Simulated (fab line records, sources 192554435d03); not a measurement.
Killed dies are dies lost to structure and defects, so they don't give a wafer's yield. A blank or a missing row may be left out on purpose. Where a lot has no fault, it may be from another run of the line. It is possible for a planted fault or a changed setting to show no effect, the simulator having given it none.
Which of the tools did it? :: flow n5-finfet :: 24 wafers from 8 lots sampled at 4 of the route's 1938 steps

== WHAT THE GAUGES SHOWED, per wafer ==
N5_HKMG_FIN_INSPECT_14: inspects for defects (macro).
lot: L904
measured: day 4 08:22
on: defect-inspect-02
raw-defect-count: 6 2 1

lot: L907
measured: day 4 20:56
on: defect-inspect-01
raw-defect-count: 1 1 3

lot: L909
measured: day 5 09:12
on: defect-inspect-02
raw-defect-count: 1 3 3

lot: L914
measured: day 6 20:02
on: defect-inspect-01
raw-defect-count: 2 1 5

lot: L915
measured: day 6 23:28
on: defect-inspect-02
raw-defect-count: >300 >300 >300

lot: L916
measured: day 7 03:50
on: defect-inspect-02
raw-defect-count: >300 >300 >300

lot: L921
measured: day 8 11:32
on: defect-inspect-02
raw-defect-count: 1 1 2

lot: L923
measured: day 8 22:18
on: defect-inspect-02
raw-defect-count: 2 3 2

== WHICH TOOL RAN EACH LOT (tool, then ch and the chambers of the sampled wafers, then the start) ==
lot: L904
N5_HKMG_FIN_DESCUM_53: rie-diel-01 ch 0,2, day 4 04:56
N5_HKMG_FIN_ETCH_58: rie-diel-01 ch 0,2, day 4 05:14
N5_HKMG_FIN_ALD_36: ald-metal-04 ch 1,3, day 4 07:09

lot: L907
N5_HKMG_FIN_DESCUM_53: rie-diel-01 ch 0,1,2, day 4 17:36
N5_HKMG_FIN_ETCH_58: rie-diel-01 ch 0,1,2, day 4 17:55
N5_HKMG_FIN_ALD_36: ald-metal-04 ch 0,2,3, day 4 19:44

lot: L909
N5_HKMG_FIN_DESCUM_53: rie-diel-03 ch 1,2, day 5 05:59
N5_HKMG_FIN_ETCH_58: rie-diel-03 ch 1,2, day 5 06:17
N5_HKMG_FIN_ALD_36: ald-metal-02 ch 1,3, day 5 08:07

lot: L914
N5_HKMG_FIN_DESCUM_53: rie-diel-01 ch 0,3, day 6 16:42
N5_HKMG_FIN_ETCH_58: rie-diel-01 ch 0,3, day 6 17:00
N5_HKMG_FIN_ALD_36: ald-metal-01 ch 0,1,2, day 6 18:57

lot: L915
N5_HKMG_FIN_DESCUM_53: rie-diel-01 ch 0,1, day 6 20:08
N5_HKMG_FIN_ETCH_58: rie-diel-01 ch 0,1, day 6 20:26
N5_HKMG_FIN_ALD_36: ald-metal-02 ch 0,1,2, day 6 22:16

lot: L916
N5_HKMG_FIN_DESCUM_53: rie-diel-01 ch 0,1,2, day 6 23:18
N5_HKMG_FIN_ETCH_58: rie-diel-01 ch 0,1,2, day 6 23:36
N5_HKMG_FIN_ALD_36: ald-metal-02 ch 0,2,3, day 7 01:25

lot: L921
N5_HKMG_FIN_DESCUM_53: rie-diel-03 ch 1,2,3, day 8 08:19
N5_HKMG_FIN_ETCH_58: rie-diel-03 ch 1,2,3, day 8 08:37
N5_HKMG_FIN_ALD_36: ald-metal-02 ch 0,1,3, day 8 10:27

lot: L923
N5_HKMG_FIN_DESCUM_53: rie-diel-03 ch 1,2, day 8 18:46
N5_HKMG_FIN_ETCH_58: rie-diel-03 ch 1,2, day 8 19:04
N5_HKMG_FIN_ALD_36: ald-metal-01 ch 1,2,3, day 8 21:05
- N5_HKMG_FIN_DESCUM_53: chemistry O2, time 7.9 s.
- N5_HKMG_FIN_ETCH_58: etches SOC in N2/H2, target depth 215.8 nm, time 741 s.
- N5_HKMG_FIN_ALD_36: deposits TiN, target thk 1 nm, pulse time 1 s, purge time 3 s.

== THE ANSWER, worked out from the rows above alone ==
Rule: what is usual is taken from the lots themselves. The widest of any qualifying gaps counts: lots, ordered by their means at a reading, are off when they make up no more than a third of the lots, leave a main group of 4 or more, and stand apart from it by 3 or more times the standard deviation of that group's means. A main group whose means are all the same, to the digits that the tables above print for the reading, isn't used. Also off: a lot with no number at a reading for which 4 or more lots have one. Any other lot the step has rows for is counted as sound.
Off: L915, L916, at N5_HKMG_FIN_INSPECT_14 (raw-defect-count). Without a number there: L915, L916. The main group has a mean of 2.2 with a standard deviation of 0.57.
A tool fits if, at a process step before that reading, it ran every lot that is off, and no sound lot after the first of them. The gauges at N5_HKMG_FIN_INSPECT_14 are tried like those tools. One fits: N5_HKMG_FIN_DESCUM_53 and N5_HKMG_FIN_ETCH_58 on rie-diel-01. At N5_HKMG_FIN_DESCUM_53 its last sound lot is L914 (day 6 16:42), its first lot that is off L915 (day 6 20:08): a fault that began between those two fits.

== WHAT THE SIMULATOR HAD INSERTED ==
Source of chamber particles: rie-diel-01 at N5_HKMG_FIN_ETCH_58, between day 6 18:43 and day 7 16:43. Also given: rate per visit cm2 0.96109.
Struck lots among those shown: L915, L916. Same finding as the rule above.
